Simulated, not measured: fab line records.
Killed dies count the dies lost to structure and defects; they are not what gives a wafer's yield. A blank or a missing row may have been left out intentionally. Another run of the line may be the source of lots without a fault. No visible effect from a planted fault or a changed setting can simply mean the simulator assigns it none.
What tool caused it? :: flow n5_finfet :: Sampling: 24 lots, 72 wafers, 4 of 1938 route steps

## WHAT EACH GAUGE READ, for each wafer
N5_SDB_THK_MEAS_31. Usual: for SDB_THK the level is 64.3 nm and the standard deviation is 1.
lot: L074
measured: day 3 23:14
on: film_metro-01
SDB_THK (nm): 62.8 62.6 63.0
flag: 

lot: L075
measured: day 4 02:13
on: film_metro-02
SDB_THK (nm): 62.8 65.8 64.5
flag: 

lot: L076
measured: day 4 09:28
on: film_metro-01
SDB_THK (nm): 65.4 65.1 65.2
flag: 

lot: L077
measured: day 4 14:21
on: film_metro-02
SDB_THK (nm): 63.6 64.4 64.6
flag: 

lot: L078
measured: day 4 22:33
on: film_metro-02
SDB_THK (nm): 64.3 63.6 63.7
flag: 

lot: L079
measured: day 5 04:41
on: film_metro-01
SDB_THK (nm): 64.5 65.5 65.3
flag: 

lot: L080
measured: day 5 10:38
on: film_metro-01
SDB_THK (nm): 64.9 65.9 65.3
flag: 

lot: L081
measured: day 5 17:44
on: film_metro-02
SDB_THK (nm): 64.6 64.8 64.9
flag: 

lot: L082
measured: day 6 00:55
on: film_metro-02
SDB_THK (nm): 63.8 63.0 63.2
flag: 

lot: L083
measured: day 6 06:49
on: film_metro-02
SDB_THK (nm): 63.8 64.3 63.6
flag: 

lot: L084
measured: day 6 15:28
on: film_metro-02
SDB_THK (nm): 64.5 64.6 64.1
flag: 

lot: L085
measured: day 6 16:54
on: film_metro-02
SDB_THK (nm): 66.1 64.7 65.1
flag: 

lot: L086
measured: day 7 05:00
on: film_metro-01
SDB_THK (nm): 64.7 61.1 63.1
flag: 

lot: L087
measured: day 7 07:45
on: film_metro-02
SDB_THK (nm): 63.8 63.8 63.7
flag: 

lot: L088
measured: day 7 11:31
on: film_metro-02
SDB_THK (nm): 64.5 64.7 62.7
flag: 

lot: L089
measured: day 7 21:38
on: film_metro-01
SDB_THK (nm): 65.7 65.2 62.8
flag: 

lot: L090
measured: day 8 00:28
on: film_metro-02
SDB_THK (nm): 64.1 64.5 61.6
flag: 

lot: L091
measured: day 8 06:56
on: film_metro-02
SDB_THK (nm): 64.4 65.8 65.3
flag: 

lot: L092
measured: day 8 15:39
on: film_metro-02
SDB_THK (nm): 63.8 64.2 65.3
flag: 

lot: L093
measured: day 8 17:59
on: film_metro-02
SDB_THK (nm): 63.4 64.5 63.8
flag: 

lot: L094
measured: day 9 04:02
on: film_metro-02
SDB_THK (nm): 62.7 65.1 63.5
flag: 

lot: L095
measured: day 9 08:07
on: film_metro-01
SDB_THK (nm): 64.6 64.9 63.8
flag: 

lot: L096
measured: day 9 16:43
on: film_metro-02
SDB_THK (nm): 65.5 63.9 63.7
flag: 

lot: L097
measured: day 10 01:44
on: film_metro-01
SDB_THK (nm): 63.3 65.7 64.7
flag: 

N5_DUMMY_REMOVAL_INSPECT_06: inspects for defects (brightfield). Usual: raw_defect_count 12, standard deviation 4.8.
lot: L074
measured: day 3 23:29
on: defect_inspect-02
raw_defect_count: 18 8 15
flag: 

lot: L075
measured: day 4 02:28
on: defect_inspect-02
raw_defect_count: 7 2 11
flag: 

lot: L076
measured: day 4 09:53
on: defect_inspect-02
raw_defect_count: 11 6 8
flag: 

lot: L077
measured: day 4 14:36
on: defect_inspect-01
raw_defect_count: 10 9 18
flag: 

lot: L078
measured: day 4 22:48
on: defect_inspect-02
raw_defect_count: 17 18 5
flag: 

lot: L079
measured: day 5 04:56
on: defect_inspect-01
raw_defect_count: 16 10 14
flag: 

lot: L080
measured: day 5 10:53
on: defect_inspect-02
raw_defect_count: 16 19 15
flag: 

lot: L081
measured: day 5 17:59
on: defect_inspect-02
raw_defect_count: 3 13 6
flag: 

lot: L082
measured: day 6 01:11
on: defect_inspect-01
raw_defect_count: 10 10 17
flag: 

lot: L083
measured: day 6 07:04
on: defect_inspect-01
raw_defect_count: 17 7 13
flag: 

lot: L084
measured: day 6 15:43
on: defect_inspect-02
raw_defect_count: 11 5 11
flag: 

lot: L085
measured: day 6 17:09
on: defect_inspect-01
raw_defect_count: 19 13 14
flag: 

lot: L086
measured: day 7 05:35
on: defect_inspect-01
raw_defect_count: 7 10 8
flag: 

lot: L087
measured: day 7 08:19
on: defect_inspect-02
raw_defect_count: 7 5 22
flag: 

lot: L088
measured: day 7 12:04
on: defect_inspect-01
raw_defect_count: 6 8 23
flag: 

lot: L089
measured: day 7 21:55
on: defect_inspect-01
raw_defect_count: 11 8 19
flag: 

lot: L090
measured: day 8 00:46
on: defect_inspect-02
raw_defect_count: 19 13 25
flag: 

lot: L091
measured: day 8 07:12
on: defect_inspect-02
raw_defect_count: 5 5 3
flag: 

lot: L092
measured: day 8 16:06
on: defect_inspect-01
raw_defect_count: 9 13 11
flag: 

lot: L093
measured: day 8 18:14
on: defect_inspect-02
raw_defect_count: 7 8 22
flag: 

lot: L094
measured: day 9 04:22
on: defect_inspect-02
raw_defect_count: 11 8 13
flag: 

lot: L095
measured: day 9 08:23
on: defect_inspect-01
raw_defect_count: 14 15 6
flag: 

lot: L096
measured: day 9 16:59
on: defect_inspect-01
raw_defect_count: 12 10 14
flag: 

lot: L097
measured: day 10 02:00
on: defect_inspect-02
raw_defect_count: 11 8 10
flag: 

N5_HKMG_FIN_INSPECT_61: inspects for defects (macro). Usual: raw_defect_count 2.1, standard deviation 1.5.
lot: L074
measured: day 4 00:43
on: defect_inspect-01
raw_defect_count: 1 0 4
flag: 

lot: L075
measured: day 4 03:50
on: defect_inspect-01
raw_defect_count: 4 4 5
flag: 

lot: L076
measured: day 4 11:07
on: defect_inspect-01
raw_defect_count: 2 4 2
flag: 

lot: L077
measured: day 4 16:05
on: defect_inspect-02
raw_defect_count: 1 5 1
flag: 

lot: L078
measured: day 5 00:10
on: defect_inspect-01
raw_defect_count: 2 1 2
flag: 

lot: L079
measured: day 5 06:18
on: defect_inspect-01
raw_defect_count: 2 3 2
flag: 

lot: L080
measured: day 5 12:13
on: defect_inspect-02
raw_defect_count: 2 1 2
flag: 

lot: L081
measured: day 5 19:20
on: defect_inspect-01
raw_defect_count: 1 2 2
flag: 

lot: L082
measured: day 6 02:25
on: defect_inspect-02
raw_defect_count: 2 6 4
flag: 

lot: L083
measured: day 6 08:26
on: defect_inspect-02
raw_defect_count: 1 3 3
flag: 

lot: L084
measured: day 6 17:19
on: defect_inspect-01
raw_defect_count: 0 1 4
flag: 

lot: L085
measured: day 6 18:23
on: defect_inspect-02
raw_defect_count: 2 0 0
flag: 

lot: L086
measured: day 7 06:56
on: defect_inspect-01
raw_defect_count: 2 1 4
flag: 

lot: L087
measured: day 7 09:40
on: defect_inspect-01
raw_defect_count: 3 5 0
flag: 

lot: L088
measured: day 7 13:26
on: defect_inspect-02
raw_defect_count: 1 6 2
flag: 

lot: L089
measured: day 7 23:14
on: defect_inspect-02
raw_defect_count: 1 2 4
flag: 

lot: L090
measured: day 8 02:19
on: defect_inspect-02
raw_defect_count: 0 2 1
flag: 

lot: L091
measured: day 8 08:52
on: defect_inspect-01
raw_defect_count: 1 2 7
flag: 

lot: L092
measured: day 8 17:44
on: defect_inspect-02
raw_defect_count: 2 3 0
flag: 

lot: L093
measured: day 8 19:59
on: defect_inspect-01
raw_defect_count: 1 1 5
flag: 

lot: L094
measured: day 9 05:55
on: defect_inspect-01
raw_defect_count: 2 3 2
flag: 

lot: L095
measured: day 9 09:53
on: defect_inspect-01
raw_defect_count: 0 4 1
flag: 

lot: L096
measured: day 9 19:05
on: defect_inspect-01
raw_defect_count: 2 0 2
flag: 

lot: L097
measured: day 10 03:25
on: defect_inspect-02
raw_defect_count: 0 4 5
flag: 

## WHAT TOOL EACH LOT RAN ON (gives the tool, then ch and the chambers of the sampled wafers, and finally the start)
lot: L074
N5_SDB_CMP_30: cmp-03 ch 0,3, day 3 22:56

lot: L075
N5_SDB_CMP_30: cmp-03 ch 0,3, day 4 01:58

lot: L076
N5_SDB_CMP_30: cmp-01 ch 1,2,3, day 4 09:15

lot: L077
N5_SDB_CMP_30: cmp-03 ch 0,1, day 4 14:03

lot: L078
N5_SDB_CMP_30: cmp-01 ch 2,3, day 4 22:15

lot: L079
N5_SDB_CMP_30: cmp-04 ch 0,1, day 5 04:23

lot: L080
N5_SDB_CMP_30: cmp-01 ch 0,2, day 5 10:20

lot: L081
N5_SDB_CMP_30: cmp-04 ch 0,2,3, day 5 17:29

lot: L082
N5_SDB_CMP_30: cmp-04 ch 1,2,3, day 6 00:37

lot: L083
N5_SDB_CMP_30: cmp-01 ch 1,2, day 6 06:34

lot: L084
N5_SDB_CMP_30: cmp-03 ch 0,1,2, day 6 15:10

lot: L085
N5_SDB_CMP_30: cmp-03 ch 1,3, day 6 16:38

lot: L086
N5_SDB_CMP_30: cmp-01 ch 0,1,2, day 7 04:43

lot: L087
N5_SDB_CMP_30: cmp-03 ch 1,2, day 7 07:29

lot: L088
N5_SDB_CMP_30: cmp-01 ch 0,1,2, day 7 11:17

lot: L089
N5_SDB_CMP_30: cmp-04 ch 0,1, day 7 21:21

lot: L090
N5_SDB_CMP_30: cmp-04 ch 0,2, day 8 00:12

lot: L091
N5_SDB_CMP_30: cmp-04 ch 0,2,3, day 8 06:41

lot: L092
N5_SDB_CMP_30: cmp-04 ch 0,1,2, day 8 15:23

lot: L093
N5_SDB_CMP_30: cmp-01 ch 0,1,2, day 8 17:46

lot: L094
N5_SDB_CMP_30: cmp-04 ch 0,2,3, day 9 03:49

lot: L095
N5_SDB_CMP_30: cmp-04 ch 1,2,3, day 9 07:49

lot: L096
N5_SDB_CMP_30: cmp-04 ch 0,1,3, day 9 16:27

lot: L097
N5_SDB_CMP_30: cmp-01 ch 0,2, day 10 01:27
- N5_SDB_CMP_30: polishes, stops on poly-Si, t overpolish 1.54 s, target thk 30 nm.

## AS READ BY THE TOOLS THEMSELVES (means over the sampled wafers that have a number; for cases with no such wafer, the mark the record gives instead)
N5_SDB_CMP_30. Usual: head_pressure_psi 4.150 psi, standard deviation 0.0079; motor_current_A 12.9 A, standard deviation 1.1; overpolish_run_s 1.540 s, standard deviation 0.0092; platen_rpm 51.80 rpm, standard deviation 0.032; slurry_flow_ml_min 150.0, standard deviation 0.43; time_to_endpoint_s 18.2 s, standard deviation 2.1.
lot: L074
tool: cmp-03
head_pressure_psi (psi): 4.150
motor_current_A (A): 13.8
overpolish_run_s (s): 1.536
platen_rpm (rpm): 51.77
slurry_flow_ml_min: 149.9
time_to_endpoint_s (s): 19.7
flag: 

lot: L075
tool: cmp-03
head_pressure_psi (psi): 4.151
motor_current_A (A): 14.0
overpolish_run_s (s): 1.542
platen_rpm (rpm): 51.79
slurry_flow_ml_min: 149.5
time_to_endpoint_s (s): 17.2
flag: 

lot: L076
tool: cmp-01
head_pressure_psi (psi): 4.152
motor_current_A (A): 12.0
overpolish_run_s (s): 1.529
platen_rpm (rpm): 51.80
slurry_flow_ml_min: 150.5
time_to_endpoint_s (s): 20.3
flag: 

lot: L077
tool: cmp-03
head_pressure_psi (psi): 4.143
motor_current_A (A): 12.8
overpolish_run_s (s): 1.538
platen_rpm (rpm): 51.79
slurry_flow_ml_min: 150.0
time_to_endpoint_s (s): 18.8
flag: 

lot: L078
tool: cmp-01
head_pressure_psi (psi): 4.143
motor_current_A (A): 12.5
overpolish_run_s (s): 1.543
platen_rpm (rpm): 51.80
slurry_flow_ml_min: 149.8
time_to_endpoint_s (s): 15.8
flag: 

lot: L079
tool: cmp-04
head_pressure_psi (psi): 4.152
motor_current_A (A): 14.1
overpolish_run_s (s): 1.539
platen_rpm (rpm): 51.81
slurry_flow_ml_min: 150.7
time_to_endpoint_s (s): 21.3
flag: 

lot: L080
tool: cmp-01
head_pressure_psi (psi): 4.147
motor_current_A (A): 11.8
overpolish_run_s (s): 1.540
platen_rpm (rpm): 51.78
slurry_flow_ml_min: 150.0
time_to_endpoint_s (s): 18.5
flag: 

lot: L081
tool: cmp-04
head_pressure_psi (psi): 4.151
motor_current_A (A): 12.7
overpolish_run_s (s): 1.530
platen_rpm (rpm): 51.82
slurry_flow_ml_min: 149.9
time_to_endpoint_s (s): 17.4
flag: 

lot: L082
tool: cmp-04
head_pressure_psi (psi): 4.152
motor_current_A (A): 13.2
overpolish_run_s (s): 1.540
platen_rpm (rpm): 51.80
slurry_flow_ml_min: 149.8
time_to_endpoint_s (s): 16.4
flag: 

lot: L083
tool: cmp-01
head_pressure_psi (psi): 4.148
motor_current_A (A): 11.9
overpolish_run_s (s): 1.537
platen_rpm (rpm): 51.80
slurry_flow_ml_min: 149.8
time_to_endpoint_s (s): 18.6
flag: 

lot: L084
tool: cmp-03
head_pressure_psi (psi): 4.146
motor_current_A (A): 12.5
overpolish_run_s (s): 1.542
platen_rpm (rpm): 51.80
slurry_flow_ml_min: 149.9
time_to_endpoint_s (s): 18.4
flag: 

lot: L085
tool: cmp-03
head_pressure_psi (psi): 4.150
motor_current_A (A): 14.1
overpolish_run_s (s): 1.544
platen_rpm (rpm): 51.78
slurry_flow_ml_min: 149.7
time_to_endpoint_s (s): 18.6
flag: 

lot: L086
tool: cmp-01
head_pressure_psi (psi): 4.143
motor_current_A (A): 12.1
overpolish_run_s (s): 1.542
platen_rpm (rpm): 51.79
slurry_flow_ml_min: 150.2
time_to_endpoint_s (s): 15.5
flag: 

lot: L087
tool: cmp-03
head_pressure_psi (psi): 4.155
motor_current_A (A): 13.2
overpolish_run_s (s): 1.542
platen_rpm (rpm): 51.78
slurry_flow_ml_min: 150.0
time_to_endpoint_s (s): 20.0
flag: 

lot: L088
tool: cmp-01
head_pressure_psi (psi): 4.154
motor_current_A (A): 11.9
overpolish_run_s (s): 1.529
platen_rpm (rpm): 51.82
slurry_flow_ml_min: 149.9
time_to_endpoint_s (s): 19.1
flag: 

lot: L089
tool: cmp-04
head_pressure_psi (psi): 4.143
motor_current_A (A): 13.9
overpolish_run_s (s): 1.539
platen_rpm (rpm): 51.81
slurry_flow_ml_min: 150.1
time_to_endpoint_s (s): 18.8
flag: 

lot: L090
tool: cmp-04
head_pressure_psi (psi): 4.153
motor_current_A (A): 13.6
overpolish_run_s (s): 1.541
platen_rpm (rpm): 51.81
slurry_flow_ml_min: 150.2
time_to_endpoint_s (s): 18.9
flag: 

lot: L091
tool: cmp-04
head_pressure_psi (psi): 4.149
motor_current_A (A): 13.3
overpolish_run_s (s): 1.537
platen_rpm (rpm): 51.81
slurry_flow_ml_min: 150.4
time_to_endpoint_s (s): 17.6
flag: 

lot: L092
tool: cmp-04
head_pressure_psi (psi): 4.152
motor_current_A (A): 14.2
overpolish_run_s (s): 1.528
platen_rpm (rpm): 51.78
slurry_flow_ml_min: 149.9
time_to_endpoint_s (s): 20.6
flag: 

lot: L093
tool: cmp-01
head_pressure_psi (psi): 4.147
motor_current_A (A): 11.8
overpolish_run_s (s): 1.530
platen_rpm (rpm): 51.80
slurry_flow_ml_min: 149.9
time_to_endpoint_s (s): 16.5
flag: 

lot: L094
tool: cmp-04
head_pressure_psi (psi): 4.150
motor_current_A (A): 13.2
overpolish_run_s (s): 1.542
platen_rpm (rpm): 51.80
slurry_flow_ml_min: 150.2
time_to_endpoint_s (s): 19.1
flag: 

lot: L095
tool: cmp-04
head_pressure_psi (psi): 4.150
motor_current_A (A): 13.7
overpolish_run_s (s): 1.533
platen_rpm (rpm): 51.79
slurry_flow_ml_min: 149.8
time_to_endpoint_s (s): 17.8
flag: 

lot: L096
tool: cmp-04
head_pressure_psi (psi): 4.156
motor_current_A (A): 13.5
overpolish_run_s (s): 1.538
platen_rpm (rpm): 51.81
slurry_flow_ml_min: 150.3
time_to_endpoint_s (s): 18.9
flag: 

lot: L097
tool: cmp-01
head_pressure_psi (psi): 4.153
motor_current_A (A): 12.0
overpolish_run_s (s): 1.538
platen_rpm (rpm): 51.80
slurry_flow_ml_min: 150.0
time_to_endpoint_s (s): 15.5
flag: 

## THE ANSWER, worked out from the rows above alone
Rule: lot off if the mean of its wafers having a number is beyond 3 standard deviations from the usual mean. Also off: a lot with no number at a reading for which 4 or more lots have one. Where the step has rows for the other lots, those lots are counted as sound. Order of review: gauges by route order, followed by the tools' own readings, for which a lot's mean as printed above is used. The first step at which some lot is off is used, and at that step the reading that is off furthest; a lot without a number counts as furthest.
Nothing can be told from this: no lot is off at any reading shown.

## WHAT THE SIMULATOR HAD INSERTED
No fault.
